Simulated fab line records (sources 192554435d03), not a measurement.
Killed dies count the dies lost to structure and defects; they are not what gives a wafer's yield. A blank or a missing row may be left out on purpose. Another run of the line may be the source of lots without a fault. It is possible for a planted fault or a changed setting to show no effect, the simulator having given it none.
Chamber matching :: flow n5Finfet :: 4 sister chambers for N5_MOL_CONTACT_COAG_ETCHBACK_135 on rieDiel-02
The step etches SiO2 in CHF3, target depth 25 nm, time 16.7 s. 16 wafers are shown with their chamber, then 8 later ones without.

WAFERS WITH THEIR CHAMBER
wafer: L075.4
chamber: 1
drypumpMotorCurrentA (A): 5.5
throttleValvePct (%): 18.19
rfVppV (V): 516

wafer: L075.5
chamber: 0
drypumpMotorCurrentA (A): 5.1
throttleValvePct (%): 18.46
rfVppV (V): 523

wafer: L075.6
chamber: 3
drypumpMotorCurrentA (A): 5.9
throttleValvePct (%): 18.92
rfVppV (V): 532

wafer: L077.1
chamber: 1
drypumpMotorCurrentA (A): 5.5
throttleValvePct (%): 18.19
rfVppV (V): 517

wafer: L077.2
chamber: 2
drypumpMotorCurrentA (A): 6.2
throttleValvePct (%): 18.76
rfVppV (V): 507

wafer: L077.4
chamber: 3
drypumpMotorCurrentA (A): 5.9
throttleValvePct (%): 18.91
rfVppV (V): 531

wafer: L079.1
chamber: 3
drypumpMotorCurrentA (A): 6.0
throttleValvePct (%): 18.92
rfVppV (V): 531

wafer: L079.3
chamber: 1
drypumpMotorCurrentA (A): 5.5
throttleValvePct (%): 18.21
rfVppV (V): 518

wafer: L079.6
chamber: 3
drypumpMotorCurrentA (A): 6.0
throttleValvePct (%): 18.93
rfVppV (V): 534

wafer: L081.2
chamber: 3
drypumpMotorCurrentA (A): 6.0
throttleValvePct (%): 18.94
rfVppV (V): 531

wafer: L081.3
chamber: 2
drypumpMotorCurrentA (A): 6.2
throttleValvePct (%): 18.77
rfVppV (V): 508

wafer: L081.5
chamber: 1
drypumpMotorCurrentA (A): 5.5
throttleValvePct (%): 18.20
rfVppV (V): 516

wafer: L083.2
chamber: 3
drypumpMotorCurrentA (A): 5.9
throttleValvePct (%): 18.95
rfVppV (V): 532

wafer: L083.5
chamber: 0
drypumpMotorCurrentA (A): 5.1
throttleValvePct (%): 18.49
rfVppV (V): 524

wafer: L083.6
chamber: 3
drypumpMotorCurrentA (A): 5.9
throttleValvePct (%): 18.94
rfVppV (V): 532

wafer: L093.1
chamber: 2
drypumpMotorCurrentA (A): 6.2
throttleValvePct (%): 18.83
rfVppV (V): 506

SIGNATURES (means of the wafers above)
reading: drypumpMotorCurrentA
chamber 0: 5.100
chamber 1: 5.500
chamber 2: 6.200
chamber 3: 5.943
scatter within a chamber: 0.0378

reading: throttleValvePct
chamber 0: 18.4750
chamber 1: 18.1975
chamber 2: 18.7867
chamber 3: 18.9300
scatter within a chamber: 0.02

reading: rfVppV
chamber 0: 523.50
chamber 1: 516.75
chamber 2: 507.00
chamber 3: 531.86
scatter within a chamber: 1
Rule: a wafer lies at a distance from a chamber equal to the root of the sum of squares, over the readings, of (its reading less the chamber's mean, divided by the reading's scatter). The wafer belongs to the nearest chamber; if the next one is less than 2 further off, it can't be placed. How the scatter is found: for the shown wafers, subtract from each reading the mean of its chamber, square and add these, divide the total by (wafers less chambers), then take the root.

WAFERS WITHOUT THEIR CHAMBER
wafer: L093.2
drypumpMotorCurrentA (A): 5.9
throttleValvePct (%): 18.97
rfVppV (V): 531

wafer: L093.3
drypumpMotorCurrentA (A): 5.5
throttleValvePct (%): 18.26
rfVppV (V): 517

wafer: L093.4
drypumpMotorCurrentA (A): 5.0
throttleValvePct (%): 18.51
rfVppV (V): 522

wafer: L093.5
drypumpMotorCurrentA (A): 6.2
throttleValvePct (%): 18.83
rfVppV (V): 505

wafer: L093.6
drypumpMotorCurrentA (A): 5.9
throttleValvePct (%): 18.98
rfVppV (V): 531

wafer: L097.3
drypumpMotorCurrentA (A): 5.9
throttleValvePct (%): 18.99
rfVppV (V): 531

wafer: L097.5
drypumpMotorCurrentA (A): 5.9
throttleValvePct (%): 19.00
rfVppV (V): 530

wafer: L097.6
drypumpMotorCurrentA (A): 6.3
throttleValvePct (%): 18.83
rfVppV (V): 505

THE CHAMBER EACH PASSED THROUGH
wafer: L093.2
from the rows above: 3
in truth: 3

wafer: L093.3
from the rows above: 1
in truth: 1

wafer: L093.4
from the rows above: 0
in truth: 0

wafer: L093.5
from the rows above: 2
in truth: 2

wafer: L093.6
from the rows above: 3
in truth: 3

wafer: L097.3
from the rows above: 3
in truth: 3

wafer: L097.5
from the rows above: 3
in truth: 3

wafer: L097.6
from the rows above: 2
in truth: 2
Correctly placed: 8 of 8. Can't be placed from these rows: 0. Number placed wrongly: 0.
